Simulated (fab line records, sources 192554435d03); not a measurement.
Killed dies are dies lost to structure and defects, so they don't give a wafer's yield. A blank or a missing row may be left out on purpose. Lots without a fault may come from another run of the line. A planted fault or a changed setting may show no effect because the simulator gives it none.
fab line records | flow n5_finfet
record lots=24 wafers=72 last_day=18
route steps=1938 shown BEOL_M8@1399 BEOL_M9@1417 BEOL_M10@1470
lots that met no fault: from a run of the same line without faults
start_h: hours from the record's first day to the start of the lot's first wafer shown | wait_h: hours since the lot's step before | " the same as in the row above | L1.1+2: a row that stands for several wafers | - no value, or no start given | * or withheld: withheld | < > ~ a bound
route shown NAME@n: a module of which the file shows steps, and the number in the route of the first | usual: mean/standard deviation of fault-free wafers | same: alike in all rows | chamber/n: place in a boat | sites: the reading at each site | _std_site: their standard deviation | _edge_site: outer sites' mean less inner sites' | radius_mm: how far each site lies from the wafer's centre | mask NAME#n: copy n | behind: the tool/chamber that last shaped the wafer | hold: why the lot was held/for how many hours/how that ended | device: the transistor (n, p or np) that didn't switch | end of line: the same wafers' tests at the end of the route | a step without rows: its recipe alone | killed: dies lost to structure and defects at the first sort, not the wafer's yield | map: a wafer's dies, x killed, . not, _ none there
set.NAME: the setting as run; set.NAME@STEP: as run at that earlier step | model.NAME: the simulator's own value behind a step, which no gauge read
steps of the route over a sample of lots; a table a step, a row a wafer
services: from which hour (start_h, from the record's first day; less than 0 if before it) a tool's chamber was out of use, for how many hours, and why
## steps
# step N5_BEOL_M8_RS_MEAS_57
# recipe thk_meas_gauge=four-point-probe reads=Cu_of_BEOL_M8_ECD_50+Co_of_BEOL_M8_CVD_78+TaN_of_BEOL_M8_ALD_77
# usual M8_RS=0.284/0.0077
# columns lot.wafer tool chamber start_h wait_h M8_RS[ohm/sq]
L074.2 film_metro-02 - 196.80 0.1 0.309
L074.4 " - " " 0.303
L074.6 " - " " 0.289
L075.1 film_metro-01 - 224.97 0.1 0.287
L075.4 " - " " 0.290
L075.6 " - " " 0.287
L076.3 film_metro-01 - 234.09 0.1 0.296
L076.5 " - " " 0.292
L076.6 " - " " 0.295
L077.2 film_metro-01 - 235.03 0.1 0.279
L077.4 " - " " 0.287
L077.5 " - " " 0.282
L078.1 film_metro-02 - 243.54 0.1 0.284
L078.3 " - " " 0.302
L078.4 " - " " 0.292
L079.1 film_metro-01 - 255.44 0.1 0.275
L079.3 " - " " 0.280
L079.4 " - " " 0.284
L080.2 film_metro-01 - 255.67 0.1 0.279
L080.3 " - " " 0.276
L080.6 " - " " 0.281
L082.4 film_metro-02 - 262.52 0.0 0.288
L082.5 " - " " 0.287
L082.6 " - " " 0.282
L085.2 film_metro-02 - 267.83 0.1 0.287
L085.3 " - " " 0.282
L085.5 " - " " 0.278
L081.3 film_metro-02 - 268.28 0.1 0.270
L081.5 " - " " 0.288
L081.6 " - " " 0.272
L083.4 film_metro-02 - 278.02 0.0 0.294
L083.5 " - " " 0.288
L083.6 " - " " 0.279
L084.3 film_metro-02 - 282.07 0.1 0.279
L084.4 " - " " 0.282
L084.5 " - " " 0.272
L087.1 film_metro-02 - 287.33 0.1 0.273
L087.3 " - " " 0.286
L087.6 " - " " 0.280
L088.2 film_metro-01 - 287.60 0.1 0.269
L088.4 " - " " 0.282
L088.5 " - " " 0.277
L086.1 film_metro-01 - 287.86 0.1 0.290
L086.3 " - " " 0.275
L086.5 " - " " 0.283
L089.4 film_metro-02 - 302.76 0.0 0.278
L089.5 " - " " 0.277
L089.6 " - " " 0.267
L090.1 film_metro-01 - 316.99 0.1 0.288
L090.3 " - " " 0.296
L090.5 " - " " 0.292
L093.2 film_metro-01 - 321.45 0.1 0.284
L093.3 " - " " 0.281
L093.5 " - " " 0.279
L091.3 film_metro-01 - 321.75 0.1 0.288
L091.5 " - " " 0.280
L091.6 " - " " 0.283
L092.2 film_metro-01 - 332.05 0.1 0.281
L092.3 " - " " 0.294
L092.6 " - " " 0.295
L094.1 film_metro-02 - 336.55 0.1 0.272
L094.5 " - " " 0.289
L094.6 " - " " 0.287
L095.1 film_metro-02 - 362.87 0.1 0.285
L095.4 " - " " 0.282
L095.5 " - " " 0.290
L097.2 film_metro-02 - 364.87 0.1 0.278
L097.3 " - " " 0.279
L097.5 " - " " 0.280
L096.1 film_metro-02 - 365.31 0.1 0.276
L096.2 " - " " 0.280
L096.5 " - " " 0.280
# step N5_BEOL_M9_DESCUM_16
# recipe chemistry=O2 time_s=7.9 source_power_w=50 bias_power_w=20 pressure_mtorr=20 rf_frequency_hz=2.712e+07 temp_c=40 resist=CAR-ArF o2_flow_sccm=225
# usual drypump_motor_current_A=5.8/0.34 o2_flow_sccm=225.0/0.66 oes_product_au=0.77/0.085 rf_vpp_V=243.0/1.3 showerhead_plenum_p_Torr=2.08/0.084 throttle_valve_pct=20.39/0.21
# same time_s=7.9
# columns lot.wafer tool chamber start_h wait_h drypump_motor_current_A o2_flow_sccm oes_product_au rf_hours_counter_h rf_vpp_V showerhead_plenum_p_Torr throttle_valve_pct
L074.2 rie_diel-04 2 199.37 0.0 5.8 225.6 0.74 169 242.9 2.06 20.26
L074.4 " 0 " " 5.5 224.7 0.69 224 240.0 1.97 20.53
L074.6 " 2 " " 5.8 224.8 0.73 - 243.9 2.06 20.27
L075.1 rie_diel-04 2 228.92 0.0 5.8 224.7 0.73 177 242.9 2.06 20.28
L075.4 " 3 " " 6.3 224.3 0.85 - 245.2 2.23 20.59
L075.6 " 0 " " 5.5 224.3 0.69 - 242.1 1.97 20.53
L076.3 rie_diel-04 0 238.69 0.1 5.5 225.0 0.68 234 241.7 1.96 20.54
L076.5 " 0 " " 5.5 225.1 0.69 - 240.8 1.96 20.55
L076.6 " 3 " " 6.3 223.5 0.85 - 244.4 2.23 20.61
L077.2 rie_diel-04 0 238.94 0.1 5.5 225.6 0.69 234 241.3 1.96 20.52
L077.4 " 3 " " 6.3 225.7 0.84 - 244.5 2.23 20.61
L077.5 " 2 " " 5.8 226.2 0.72 - 243.7 2.06 20.30
L078.1 rie_diel-04 2 244.95 0.0 5.8 224.4 0.72 183 243.3 2.06 20.29
L078.3 " 0 " " 5.5 224.9 0.69 236 241.2 1.96 20.55
L078.4 " 0 " " 5.5 224.9 0.69 - 240.7 1.96 20.54
L079.1 rie_diel-03 3 260.98 0.1 5.5 225.9 0.69 208 243.5 2.16 20.46
L079.3 " 0 " " 5.9 225.8 0.83 75 242.6 2.02 20.12
L079.4 " 1 " " 5.7 224.6 0.75 165 242.8 2.08 20.21
L080.2 rie_diel-03 3 261.23 0.1 5.5 225.3 0.68 208 243.8 2.16 20.46
L080.3 " 2 " " 6.0 225.1 0.74 189 242.0 1.99 20.52
L080.6 " 3 " " 5.5 225.0 0.69 - 244.5 2.16 20.46
L082.4 rie_diel-03 1 264.53 0.0 5.7 224.7 0.76 166 242.1 2.08 20.19
L082.5 " 0 " " 5.9 225.0 0.83 - 242.7 2.02 20.14
L082.6 " 1 " " 5.7 224.6 0.75 - 240.6 2.08 20.18
L085.2 rie_diel-03 0 269.58 0.4 5.9 225.2 0.83 78 242.2 2.01 20.15
L085.3 " 1 " " 5.7 225.1 0.75 168 242.9 2.08 20.19
L085.5 " 1 " " 5.7 224.5 0.76 - 244.7 2.08 20.20
L081.3 rie_diel-03 2 271.34 0.0 6.0 226.0 0.73 193 240.7 1.99 20.51
L081.5 " 1 " " 5.7 224.6 0.76 - 245.1 2.08 20.19
L081.6 " 0 " " 5.9 226.0 0.82 - 242.0 2.01 20.15
L083.4 rie_diel-02 3 280.29 0.1 4.9 224.5 0.70 234 240.8 1.99 20.96
L083.5 " 3 " " 4.9 224.6 0.70 - 241.7 1.99 20.95
L083.6 " 2 " " 5.9 225.1 0.74 - 242.6 2.09 20.69
L084.3 rie_diel-02 3 283.85 0.1 4.9 224.6 0.70 236 243.0 1.99 20.94
L084.4 " 1 " " 6.4 225.1 0.94 16 242.9 2.03 19.96
L084.5 " 0 " " 5.7 225.7 0.90 - 244.0 2.13 20.22
L087.1 rie_diel-03 2 292.31 0.1 6.0 224.8 0.73 198 241.9 1.99 20.50
L087.3 " 0 " " 5.9 224.8 0.82 84 243.1 2.01 20.15
L087.6 " 2 " " 6.0 225.0 0.73 - 242.4 1.99 20.50
L088.2 rie_diel-03 2 292.57 0.2 6.1 225.7 0.73 198 240.9 1.99 20.52
L088.4 " 1 " " 5.7 224.4 0.75 174 243.3 2.08 20.22
L088.5 " 2 " " 6.0 225.8 0.74 - 239.8 1.99 20.50
L086.1 rie_diel-04 1 293.05 0.5 5.2 223.8 0.95 11 242.1 2.15 20.24
L086.3 " 3 " " 6.3 225.6 0.83 83 244.8 2.22 20.63
L086.5 " 2 " " 5.8 225.7 0.71 - 243.6 2.05 20.31
L089.4 rie_diel-02 3 304.74 0.0 4.9 225.6 0.70 - 242.2 1.99 20.96
L089.5 " 1 " " 6.3 224.4 0.92 - 243.1 2.02 19.97
L089.6 " 2 " " 5.8 225.6 0.72 - 242.7 2.08 20.68
L090.1 rie_diel-03 3 319.50 0.0 5.5 225.2 0.68 225 243.4 2.16 20.49
L090.3 " 1 " " 5.7 224.3 0.74 183 243.4 2.07 20.21
L090.5 " 1 " " 5.7 224.4 0.75 - 242.7 2.07 20.22
L093.2 rie_diel-03 1 324.37 0.3 5.7 225.1 0.75 184 242.6 2.07 20.24
L093.3 " 3 " " 5.5 224.2 0.67 227 243.4 2.16 20.49
L093.5 " 0 " " 5.9 224.4 0.81 - 242.6 2.01 20.15
L091.3 rie_diel-04 1 324.37 0.2 5.2 224.7 0.91 22 244.2 2.15 20.28
L091.5 " 2 " " 5.8 225.5 0.71 - 243.5 2.05 20.32
L091.6 " 3 " " 6.3 225.1 0.80 - 245.8 2.22 20.65
L092.2 rie_diel-03 2 336.20 0.0 6.0 225.1 0.72 212 239.8 1.98 20.53
L092.3 " 1 " " 5.7 225.6 0.74 189 243.1 2.07 20.22
L092.6 " 0 " " 5.9 224.6 0.81 - 243.0 2.01 20.16
L094.1 rie_diel-04 1 341.49 0.0 5.2 224.9 0.91 26 244.5 2.15 20.27
L094.5 " 1 " " 5.2 224.0 0.92 - 244.2 2.15 20.27
L094.6 " 0 " " 5.5 225.3 0.99 - 245.0 2.22 20.13
L095.1 rie_diel-04 2 364.80 0.0 5.8 225.6 0.69 220 242.4 2.04 20.34
L095.4 " 0 " " 5.5 225.2 0.95 11 245.1 2.22 20.16
L095.5 " 2 " " 5.8 224.7 0.69 - 241.7 2.04 20.35
L097.2 rie_diel-04 1 368.27 0.3 5.2 225.6 0.90 31 244.0 2.14 20.30
L097.3 " 0 " " 5.5 225.3 0.96 12 244.2 2.22 20.16
L097.5 " 0 " " 5.5 224.3 0.94 - 243.8 2.22 20.18
L096.1 rie_diel-03 1 368.28 0.1 5.7 224.7 0.73 198 242.9 2.07 20.26
L096.2 " 0 " " 5.9 224.6 0.80 104 242.7 2.01 20.18
L096.5 " 0 " " 5.9 225.4 0.80 - 242.2 2.01 20.18
# step N5_BEOL_M9_OVL_MEAS_29
# recipe points_per_wafer=522
# usual V8_OVL=0.2/0.57
# columns lot.wafer tool chamber start_h wait_h V8_OVL[nm]
L074.2 overlay-01 0 202.41 0.0 0.7
L074.4 " 0 " " 0.2
L074.6 " 0 " " 0.2
L075.1 overlay-01 0 231.15 0.0 0.4
L075.4 " 0 " " 0.7
L075.6 " 0 " " 0.8
L076.3 overlay-01 0 240.84 0.0 0.5
L076.5 " 0 " " 0.6
L076.6 " 0 " " 0.0
L077.2 overlay-01 0 241.05 0.0 -0.2
L077.4 " 0 " " 0.1
L077.5 " 0 " " -0.2
L078.1 overlay-01 0 245.87 0.0 0.4
L078.3 " 0 " " 0.4
L078.4 " 0 " " 0.9
L080.2 overlay-02 0 265.94 0.0 -0.2
L080.3 " 0 " " -0.2
L080.6 " 0 " " 0.6
L079.1 overlay-02 0 266.15 0.0 -0.3
L079.3 " 0 " " -0.4
L079.4 " 0 " " -0.5
L082.4 overlay-01 0 266.34 0.0 0.2
L082.5 " 0 " " -0.1
L082.6 " 0 " " -0.3
L085.2 overlay-02 0 270.70 0.0 -0.9
L085.3 " 0 " " -0.8
L085.5 " 0 " " -0.3
L081.3 overlay-01 0 273.95 0.0 0.3
L081.5 " 0 " " 0.6
L081.6 " 0 " " 0.1
L083.4 overlay-01 0 281.93 0.0 0.3
L083.5 " 0 " " 1.1
L083.6 " 0 " " 1.1
L084.3 overlay-02 0 285.07 0.0 -0.5
L084.4 " 0 " " -0.5
L084.5 " 0 " " -0.1
L087.1 overlay-02 0 294.07 0.0 0.4
L087.3 " 0 " " -0.5
L087.6 " 0 " " 0.7
L088.2 overlay-02 0 294.12 0.0 1.0
L088.4 " 0 " " 0.1
L088.5 " 0 " " -0.1
L086.1 overlay-02 0 294.15 0.0 0.4
L086.3 " 0 " " 0.7
L086.5 " 0 " " 1.0
L089.4 overlay-02 0 306.55 0.0 -0.1
L089.5 " 0 " " 0.2
L089.6 " 0 " " -0.1
L090.1 overlay-01 0 322.54 0.0 0.2
L090.3 " 0 " " 1.2
L090.5 " 0 " " 1.0
L091.3 overlay-02 0 327.80 0.0 -0.4
L091.5 " 0 " " -0.4
L091.6 " 0 " " -0.1
L093.2 overlay-01 0 327.96 0.0 0.0
L093.3 " 0 " " -0.7
L093.5 " 0 " " -1.0
L092.2 overlay-02 0 340.27 0.0 0.0
L092.3 " 0 " " 1.1
L092.6 " 0 " " 0.3
L094.1 overlay-01 0 342.91 0.0 0.4
L094.5 " 0 " " 0.0
L094.6 " 0 " " 0.4
L095.1 overlay-01 0 366.23 0.0 1.6
L095.4 " 0 " " 0.8
L095.5 " 0 " " 0.9
L096.1 overlay-01 0 372.75 0.0 0.5
L096.2 " 0 " " 0.0
L096.5 " 0 " " 0.2
L097.2 overlay-02 0 373.02 0.0 -0.9
L097.3 " 0 " " -0.3
L097.5 " 0 " " -0.3
# step N5_BEOL_M9_DEGAS_44
# recipe ambient=vacuum temp_c=250 time_s=60
# usual heater_power_w=340/28
# same time_s=60
# columns lot.wafer tool chamber start_h wait_h heater_power_w
L074.2 pvd_sputter-02 - 203.91 0.7 396
L074.4 " - " " 368
L074.6 " - " " 310
L075.1 pvd_sputter-03 - 232.42 0.5 341
L075.4 " - " " 366
L075.6 " - " " 316
L076.3 pvd_sputter-03 - 242.14 0.2 375
L076.5 " - " " 322
L076.6 " - " " 376
L077.2 pvd_sputter-03 - 242.30 0.3 369
L077.4 " - " " 330
L077.5 " - " " 335
L078.1 pvd_sputter-02 - 247.06 0.3 297
L078.3 " - " " 357
L078.4 " - " " 342
L080.2 pvd_sputter-02 - 267.12 0.3 382
L080.3 " - " " 303
L080.6 " - " " 395
L079.1 pvd_sputter-03 - 267.57 0.5 323
L079.3 " - " " 326
L079.4 " - " " 345
L082.4 pvd_sputter-01 - 268.02 0.5 368
L082.5 " - " " 304
L082.6 " - " " 308
L085.2 pvd_sputter-01 - 272.60 1.0 321
L085.3 " - " " 362
L085.5 " - " " 354
L081.3 pvd_sputter-01 - 275.16 0.3 298
L081.5 " - " " 306
L081.6 " - " " 354
L083.4 pvd_sputter-01 - 283.30 0.2 315
L083.5 " - " " 310
L083.6 " - " " 302
L084.3 pvd_sputter-03 - 286.55 0.6 312
L084.4 " - " " 364
L084.5 " - " " 325
L087.1 pvd_sputter-01 - 295.13 0.3 300
L087.3 " - " " 363
L087.6 " - " " 352
L088.2 pvd_sputter-02 - 295.59 0.5 352
L088.4 " - " " 307
L088.5 " - " " 361
L086.1 pvd_sputter-02 - 295.77 0.3 298
L086.3 " - " " 352
L086.5 " - " " 347
L089.4 pvd_sputter-02 - 307.69 0.2 370
L089.5 " - " " 394
L089.6 " - " " 308
L090.1 pvd_sputter-03 - 323.76 0.4 341
L090.3 " - " " 335
L090.5 " - " " 364
L091.3 pvd_sputter-03 - 328.94 0.3 324
L091.5 " - " " 339
L091.6 " - " " 367
L093.2 pvd_sputter-01 - 329.32 0.4 362
L093.3 " - " " 302
L093.5 " - " " 318
L092.2 pvd_sputter-03 - 341.63 0.4 379
L092.3 " - " " 342
L092.6 " - " " 333
L094.1 pvd_sputter-01 - 344.10 0.3 353
L094.5 " - " " 296
L094.6 " - " " 313
L095.1 pvd_sputter-01 - 367.69 0.7 301
L095.4 " - " " 364
L095.5 " - " " 326
L096.1 pvd_sputter-02 - 373.95 0.4 353
L096.2 " - " " 391
L096.5 " - " " 304
L097.2 pvd_sputter-01 - 374.60 0.2 295
L097.3 " - " " 315
L097.5 " - " " 358
# step N5_BEOL_M9_CMP_52
# recipe stop_on=SiCOH_lowk t_overpolish_s=7 down_force_psi=1 platen_rpm=50 clearing_platen_down_force_psi=1.5 clearing_platen_rpm=50 post_cmp_clean=cu_alkaline target_thk_nm=140 clearing_platen_pad_velocity_m_s=0.99484 pad_velocity_m_s=0.99484
# usual barrier_field_endpoint_s=28.9/0.74 motor_current_A=6.3/0.69 overpolish_run_s=7.000/0.0094 retaining_ring_pressure_frac=1.000/0.0049 time_to_endpoint_s=66.3/2.8
# columns lot.wafer tool chamber start_h wait_h barrier_field_endpoint_s motor_current_A overpolish_run_s retaining_ring_pressure_frac time_to_endpoint_s
L074.2 cmp-01 3 205.40 0.2 28.3 6.9 7.006 0.993 64.1
L074.4 " 0 " " 28.9 5.7 7.000 0.994 68.9
L074.6 " 0 " " 29.5 5.4 7.002 0.993 68.8
L075.1 cmp-01 2 233.77 0.3 28.7 7.4 7.013 1.003 67.3
L075.4 " 3 " " 28.2 6.3 6.998 1.001 63.5
L075.6 " 1 " " 28.2 6.3 6.997 0.998 64.3
L076.3 cmp-01 1 243.49 0.2 27.8 6.3 6.987 0.998 62.9
L076.5 " 1 " " 28.3 6.3 6.992 1.004 64.0
L076.6 " 2 " " 28.3 7.3 7.016 1.000 65.3
L077.2 cmp-04 0 243.83 0.3 28.3 7.3 7.005 1.004 66.3
L077.4 " 1 " " 28.9 6.0 7.008 1.004 67.8
L077.5 " 2 " " 28.4 5.9 7.008 0.995 65.5
L078.4 cmp-03 2 250.22 0.1 30.0 5.6 7.018 0.989 68.5
L078.1 " 0 " " 29.6 6.7 7.014 1.003 70.3
L078.3 " 1 " " 28.8 4.8 7.002 1.000 61.8
L080.3 cmp-03 0 269.07 0.2 27.9 6.9 7.002 1.006 68.5
L080.2 " 1 " " 29.6 5.4 6.999 0.992 67.5
L080.6 " 2 " " 28.8 5.5 7.009 0.996 66.4
L079.4 cmp-04 0 269.55 0.1 29.1 7.4 7.003 1.005 67.0
L079.1 " 2 " " 28.8 5.7 6.987 0.993 66.2
L079.3 " 3 " " 28.3 7.0 6.996 1.001 64.1
L082.4 cmp-04 2 269.91 0.1 29.7 6.1 6.997 0.991 65.8
L082.5 " 2 " " 29.7 5.6 6.992 1.000 67.9
L082.6 " 3 " " 28.4 6.8 6.996 0.999 65.7
L085.3 cmp-01 2 275.52 0.2 29.4 7.3 7.008 1.002 67.9
L085.2 " 3 " " 27.7 6.5 7.005 1.005 62.5
L085.5 " 1 " " 28.1 6.5 7.017 1.006 65.6
L081.3 cmp-03 1 276.58 0.2 27.9 5.5 6.996 1.008 62.7
L081.5 " 3 " " 28.4 5.7 7.007 1.006 61.5
L081.6 " 0 " " 30.6 6.9 7.015 0.996 70.1
L083.4 cmp-01 0 286.21 0.2 29.3 5.6 7.004 1.005 65.0
L083.6 " 1 " " 29.1 6.1 6.997 0.999 62.3
L083.5 " 2 " " 29.0 7.0 6.999 0.998 64.5
L084.3 cmp-03 3 287.75 0.2 29.1 5.4 6.996 0.988 64.4
L084.4 " 0 " " 29.7 6.5 7.012 0.995 70.2
L084.5 " 0 " " 29.9 7.2 7.002 1.000 69.3
L087.1 cmp-01 3 296.42 0.3 28.0 6.7 6.983 1.000 62.5
L087.3 " 0 " " 28.5 5.5 6.993 1.005 65.2
L087.6 " 2 " " 29.3 7.1 7.006 0.998 63.2
L088.2 cmp-04 2 296.88 0.3 29.3 6.0 6.980 1.004 70.0
L088.4 " 3 " " 28.5 6.6 7.002 0.997 66.9
L088.5 " 1 " " 28.4 6.1 6.987 0.997 68.4
L086.1 cmp-01 1 296.99 0.3 28.8 6.3 7.015 1.004 66.9
L086.3 " 3 " " 27.6 6.7 7.013 1.002 61.5
L086.5 " 0 " " 28.3 5.4 6.986 0.997 65.5
L089.4 cmp-01 1 308.97 0.1 28.2 6.1 7.003 0.993 64.7
L089.6 " 1 " " 28.8 6.5 6.994 0.994 63.3
L089.5 " 2 " " 28.3 7.4 6.992 1.001 66.3
L090.1 cmp-01 3 325.20 0.3 27.1 6.4 7.002 1.002 62.8
L090.3 " 0 " " 28.8 5.5 7.003 0.999 67.1
L090.5 " 2 " " 27.8 7.1 6.988 0.999 64.5
L091.3 cmp-03 3 330.31 0.2 29.0 5.3 7.006 0.997 66.3
L091.5 " 1 " " 28.3 5.0 6.993 0.998 65.0
L091.6 " 2 " " 29.5 5.8 6.995 1.002 67.6
L093.3 cmp-01 2 331.48 0.2 27.9 7.3 7.015 0.989 64.4
L093.2 " 3 " " 27.0 6.5 7.018 0.999 59.6
L093.5 " 1 " " 28.0 6.3 6.998 0.996 62.1
L092.3 cmp-04 1 343.82 0.3 30.0 6.1 7.002 1.014 71.3
L092.2 " 2 " " 28.5 5.8 7.000 1.004 67.7
L092.6 " 2 " " 29.2 6.0 7.003 1.010 69.3
L094.1 cmp-03 0 346.41 0.4 29.0 6.9 6.986 1.004 73.0
L094.5 " 1 " " 28.7 5.3 6.993 1.000 68.0
L094.6 " 2 " " 29.8 5.2 7.009 1.001 70.1
L095.4 cmp-04 0 369.09 0.1 28.6 7.2 7.018 0.995 68.8
L095.1 " 1 " " 29.3 6.0 6.987 1.003 69.9
L095.5 " 1 " " 29.8 6.0 7.001 1.003 70.1
L096.1 cmp-04 0 375.64 0.3 29.5 7.4 7.009 1.000 69.3
L096.2 " 2 " " 29.7 5.9 7.000 0.995 67.3
L096.5 " 0 " " 30.0 7.4 6.995 1.007 69.8
L097.2 cmp-01 1 377.46 0.2 29.4 6.7 6.985 1.010 68.5
L097.3 " 3 " " 28.2 7.2 7.006 1.001 64.2
L097.5 " 0 " " 29.3 5.4 6.985 0.994 70.0
# step N5_BEOL_M10_ILD_DEP_00
# recipe material=SiCOH_lowk target_thk_a=3085.1 temp_c=300 precursor=DEMS/porogen pressure_torr=5 rf_w=500 time_s=58
# usual chamber_pressure_Torr=4.998/0.011 heater_power_w=330/58 showerhead_plenum_p_Torr=5.740/0.015 throttle_valve_pct=14.2/0.71
# same time_s=58
# columns lot.wafer tool chamber start_h wait_h chamber_pressure_Torr heater_power_w showerhead_plenum_p_Torr throttle_valve_pct
L074.2 pecvd-03 2 205.90 0.0 4.988 288 5.737 13.6
L074.4 " 1 " " 5.007 390 5.742 15.4
L074.6 " 2 " " 4.990 304 5.734 13.6
L075.1 pecvd-03 0 234.23 0.0 5.010 242 5.742 14.3
L075.4 " 2 " " 4.990 287 5.745 13.9
L075.6 " 0 " " 5.016 250 5.737 14.4
L076.3 pecvd-03 2 244.01 0.1 5.008 253 5.730 13.8
L076.5 " 2 " " 4.979 272 5.731 13.7
L076.6 " 0 " " 4.997 283 5.730 14.2
L077.2 pecvd-02 1 244.25 0.0 5.004 284 5.763 14.1
L077.4 " 2 " " 4.996 275 5.711 12.9
L077.5 " 0 " " 5.007 348 5.730 13.8
L078.1 pecvd-02 1 250.71 0.0 5.009 317 5.761 14.1
L078.3 " 2 " " 5.003 263 5.726 13.1
L078.4 " 0 " " 5.003 341 5.731 13.5
L080.2 pecvd-04 2 269.49 0.0 4.997 412 5.743 13.0
L080.3 " 1 " " 4.983 385 5.754 15.5
L080.6 " 0 " " 4.998 411 5.736 14.5
L079.1 pecvd-02 0 270.04 0.0 4.999 340 5.745 13.7
L079.3 " 0 " " 5.001 340 5.736 13.6
L079.4 " 1 " " 4.996 284 5.775 13.8
L082.4 pecvd-03 1 270.46 0.1 5.005 402 5.749 15.2
L082.5 " 2 " " 5.001 309 5.732 13.9
L082.6 " 0 " " 5.009 296 5.731 14.4
L085.2 pecvd-03 1 275.97 0.0 4.995 376 5.723 15.3
L085.3 " 2 " " 5.001 264 5.714 13.9
L085.5 " 0 " " 5.007 292 5.747 14.3
L081.3 pecvd-04 0 277.02 0.0 4.986 431 5.756 14.4
L081.5 " 0 " " 4.994 345 5.752 14.4
L081.6 " 2 " " 5.007 406 5.739 13.2
L083.4 pecvd-03 0 286.62 0.1 4.991 271 5.733 14.0
L083.5 " 2 " " 5.009 308 5.735 14.1
L083.6 " 1 " " 4.992 387 5.735 15.3
L084.3 pecvd-02 0 288.25 0.0 5.022 307 5.764 13.8
L084.4 " 0 " " 4.998 313 5.735 13.6
L084.5 " 2 " " 5.009 226 5.701 13.3
L087.1 pecvd-04 2 296.87 0.0 4.985 414 5.729 13.4
L087.3 " 0 " " 4.987 360 5.758 14.3
L087.6 " 2 " " 4.993 334 5.738 13.1
L088.2 pecvd-03 0 297.34 0.0 4.998 278 5.747 14.4
L088.4 " 0 " " 4.983 286 5.721 14.1
L088.5 " 2 " " 4.997 306 5.723 13.7
L086.1 pecvd-02 2 297.45 0.0 5.012 270 5.714 13.4
L086.3 " 1 " " 4.987 289 5.775 14.1
L086.5 " 1 " " 4.987 309 5.766 13.9
L089.4 pecvd-03 1 309.49 0.1 5.024 373 5.723 15.1
L089.5 " 2 " " 5.018 316 5.731 13.9
L089.6 " 0 " " 4.987 270 5.740 14.3
L090.1 pecvd-03 2 325.65 0.0 5.002 279 5.718 13.8
L090.3 " 1 " " 4.990 377 5.739 15.0
L090.5 " 1 " " 4.987 397 5.723 15.3
L091.3 pecvd-03 1 330.73 0.0 5.004 403 5.757 15.2
L091.5 " 0 " " 4.983 261 5.717 14.3
L091.6 " 2 " " 4.986 283 5.732 13.7
L093.2 pecvd-04 1 331.94 0.0 4.990 443 5.756 15.3
L093.3 " 0 " " 5.005 397 5.751 14.6
L093.5 " 2 " " 5.004 356 5.732 13.1
L092.2 pecvd-03 0 344.35 0.0 4.993 283 5.740 14.3
L092.3 " 1 " " 4.981 346 5.741 15.3
L092.6 " 2 " " 4.984 294 5.743 13.6
L094.1 pecvd-04 1 346.79 0.0 4.974 432 5.749 15.4
L094.5 " 1 " " 4.983 450 5.760 15.5
L094.6 " 0 " " 5.006 395 5.749 14.7
L095.1 pecvd-03 0 369.59 0.0 4.998 259 5.714 14.3
L095.4 " 0 " " 5.008 260 5.732 14.3
L095.5 " 1 " " 4.992 402 5.753 15.2
L096.1 pecvd-02 2 376.13 0.0 4.989 237 5.716 13.4
L096.2 " 0 " " 4.988 291 5.749 13.6
L096.5 " 0 " " 4.986 301 5.734 13.7
L097.2 pecvd-04 2 377.92 0.0 4.993 394 5.720 13.4
L097.3 " 1 " " 4.992 377 5.758 15.4
L097.5 " 2 " " 4.993 416 5.719 13.1
## services
# columns tool chamber start_h hours kind
rie_diel-04 0 176.83 7.2 repair
cmp-01 - 178.17 4.0 pm
cmp-01 - 183.39 0.2 repair
rie_diel-04 0 204.06 8.8 repair
pecvd-02 2 212.62 8.6 repair
cmp-04 - 227.87 4.1 pm
cmp-01 - 240.40 0.8 repair
pecvd-03 1 241.93 22.3 repair
cmp-04 - 249.13 2.6 repair
cmp-01 - 262.66 2.6 repair
cmp-01 - 269.90 1.7 repair
rie_diel-04 0 284.54 18.3 repair
cmp-04 - 300.89 0.4 repair
pvd_sputter-02 - 310.46 4.5 repair
rie_diel-03 0 318.87 4.7 repair
pvd_sputter-02 - 324.98 1.7 repair
rie_diel-03 0 325.59 3.4 repair
cmp-04 - 325.59 4.0 pm
pvd_sputter-03 - 330.58 2.5 repair
pvd_sputter-03 - 333.25 7.2 repair
pvd_sputter-02 - 343.85 3.3 repair
rie_diel-04 1 350.14 7.9 repair
cmp-01 - 351.43 0.8 repair
pecvd-03 - 361.79 0.8 repair
## key
fault none
